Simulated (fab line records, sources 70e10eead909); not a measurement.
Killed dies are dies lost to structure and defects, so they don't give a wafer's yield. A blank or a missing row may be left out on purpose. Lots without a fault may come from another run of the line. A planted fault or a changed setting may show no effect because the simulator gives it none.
Chamber matching | flow nand_harc | NHARC_A_CHANNEL_FILL_D1_ALD_16 on ald_hk-01: 4 sister chambers
The step deposits SiO2, target thk 1.5 nm, pulse time 10 s, ald cycles 15. 16 wafers are shown with their chamber, then 8 later ones without.

WAFERS WITH THEIR CHAMBER
wafer  | chamber | heater_power_w (W) | precursor_pulse_height_rel | susceptor_temp_C (C)
L893.1 | 1       | 484                | 1.012                      | 299.68
L893.2 | 0       | 462                | 0.990                      | 300.33
L893.6 | 2       | 544                | 1.038                      | 300.10
L895.3 | 1       | 474                | 0.998                      | 299.80
L895.4 | 2       | 555                | 0.992                      | 300.14
L895.5 | 3       | 510                | 0.988                      | 300.08
L899.2 | 1       | 483                | 1.014                      | 300.09
L899.4 | 2       | 540                | 0.989                      | 299.68
L899.6 | 0       | 452                | 1.013                      | 299.86
L900.1 | 3       | 487                | 1.007                      | 300.16
L900.5 | 3       | 504                | 1.005                      | 300.11
L900.6 | 2       | 533                | 0.989                      | 300.10
L907.1 | 3       | 514                | 0.992                      | 299.65
L907.3 | 0       | 460                | 0.975                      | 299.83
L907.4 | 1       | 433                | 0.998                      | 300.19
L908.1 | 3       | 524                | 1.008                      | 299.79

SIGNATURES (means of the wafers above)
reading                    | chamber 0 | chamber 1 | chamber 2 | chamber 3 | scatter within a chamber
heater_power_w             | 458.00    | 468.50    | 543.00    | 507.80    | 15.3
precursor_pulse_height_rel | 0.99267   | 1.00550   | 1.00200   | 1.00000   | 0.0159
susceptor_temp_C           | 300.0067  | 299.9400  | 300.0050  | 299.9580  | 0.237
Rule: a wafer's distance from a chamber is the root of the sum, over the readings, of the square of ((its reading less the chamber's mean) divided by the reading's scatter). The wafer belongs to the nearest chamber; if the next one is less than 2 further off, it can't be placed. The scatter: the root of (the sum of the squares of (reading less its chamber's mean) over the shown wafers, divided by (wafers less chambers)).

WAFERS WITHOUT THEIR CHAMBER
wafer  | heater_power_w (W) | precursor_pulse_height_rel | susceptor_temp_C (C)
L908.5 | 516                | 0.986                      | 300.03
L908.6 | 540                | 1.035                      | 300.18
L911.1 | 535                | 0.998                      | 299.52
L911.3 | 458                | 0.999                      | 299.98
L911.5 | 506                | 0.996                      | 300.02
L916.2 | 525                | 0.987                      | 300.09
L916.3 | 438                | 1.024                      | 300.16
L916.4 | 457                | 1.019                      | 299.66

WHICH CHAMBER EACH WENT THROUGH
wafer  | from the rows above     | in truth
L908.5 | can't be placed: 3 or 2 | 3
L908.6 | can't be placed: 2 or 3 | 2
L911.1 | can't be placed: 2 or 3 | 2
L911.3 | can't be placed: 0 or 1 | 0
L911.5 | 3                       | 3
L916.2 | can't be placed: 3 or 2 | 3
L916.3 | can't be placed: 0 or 1 | 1
L916.4 | can't be placed: 1 or 0 | 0
Placed correctly: 1 of 8. Can't be placed from these rows: 7 (the true chamber is among the candidates in 7). Placed wrongly: 0.
